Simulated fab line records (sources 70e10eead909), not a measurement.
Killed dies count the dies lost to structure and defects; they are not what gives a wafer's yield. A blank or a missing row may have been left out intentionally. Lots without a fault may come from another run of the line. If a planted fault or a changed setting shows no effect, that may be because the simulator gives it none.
The tool behind it: which one? + flow nand harc + Sampling: 7 lots, 21 wafers, 5 of 1159 route steps

== WHAT THE GAUGES READ, wafer by wafer ==
NHARC_END_SORT_01.
| lot  | measured     | on        | killed at array |
|------|--------------|-----------|-----------------|
| L996 | day 21 12:47 | prober-01 | 668 665 664     |

== WHAT TOOL EACH LOT RAN ON (gives the tool, then ch and the chambers of the sampled wafers, and finally the start) ==
| lot  | NHARC_A_CONTACT_ETCH_118             | NHARC_A_CONTACT_ETCH_120             | NHARC_A_CONTACT_ETCH_123             | NHARC_A_CONTACT_DEP_58          |
|------|--------------------------------------|--------------------------------------|--------------------------------------|---------------------------------|
| L989 | har cap etch-01 ch 0,1, day 16 11:37 | har cap etch-01 ch 0,1, day 16 11:48 | har cap etch-01 ch 0,1, day 16 12:11 | pecvd-03 ch 1,2, day 17 02:32   |
| L996 | har cap etch-03 ch 0,1, day 18 18:45 | har cap etch-03 ch 0,1, day 18 18:56 | har cap etch-03 ch 0,1, day 18 19:14 | pecvd-03 ch 0,1,2, day 18 22:43 |
| L103 | har cap etch-03 ch 0,1, day 19 13:11 | har cap etch-03 ch 0,1, day 19 13:22 | har cap etch-03 ch 0,1, day 19 13:41 | pecvd-03 ch 1,2, day 19 18:23   |
| L104 | har cap etch-03 ch 0,1, day 20 06:42 | har cap etch-03 ch 0,1, day 20 06:53 | har cap etch-03 ch 0,1, day 20 07:10 | pecvd-01 ch 0,2, day 20 11:10   |
| L106 | har cap etch-03 ch 0,1, day 21 10:01 | har cap etch-03 ch 0,1, day 21 10:12 | har cap etch-03 ch 0,1, day 21 10:35 | pecvd-04 ch 0,1,2, day 21 14:02 |
| L110 | har cap etch-02 ch 0,1, day 22 01:10 | har cap etch-02 ch 0,1, day 22 01:20 | har cap etch-02 ch 0,1, day 22 01:37 | pecvd-01 ch 0,2, day 22 05:14   |
| L111 | har cap etch-02 ch 0, day 22 20:07   | har cap etch-02 ch 0, day 22 20:17   | har cap etch-02 ch 0, day 22 20:36   | pecvd-03 ch 0,1,2, day 23 00:15 |
- NHARC_A_CONTACT_ETCH_118: etches the open film in C4F8/O2/Ar, time 94 s, target depth 922 nm.
- NHARC_A_CONTACT_ETCH_120: etches the open film in C4F8/O2/Ar, time 94 s, target depth 922 nm.
- NHARC_A_CONTACT_ETCH_123: etches the open film in C4F8/O2/Ar, time 253 s, target depth 1090 nm.
- NHARC_A_CONTACT_DEP_58: deposits SiON, target thk 60 nm.

== THE ANSWER, worked out from the rows above alone ==
Rule: what is usual is taken from the lots themselves. The widest of any qualifying gaps counts: lots, ordered by their means at a reading, are off when they make up no more than a third of the lots, leave a main group of 4 or more, and stand apart from it by 3 or more times the standard deviation of that group's means. A main group is skipped when, at the precision printed for the reading in the tables above, its means are all equal. A lot without any number at a reading at which 4 lots or more have one is off too. Where the step has rows for the other lots, those lots are counted as sound.
No lot is off on any of the readings shown, so nothing can be concluded from this.

== WHAT WAS PUT IN BY THE SIMULATOR ==
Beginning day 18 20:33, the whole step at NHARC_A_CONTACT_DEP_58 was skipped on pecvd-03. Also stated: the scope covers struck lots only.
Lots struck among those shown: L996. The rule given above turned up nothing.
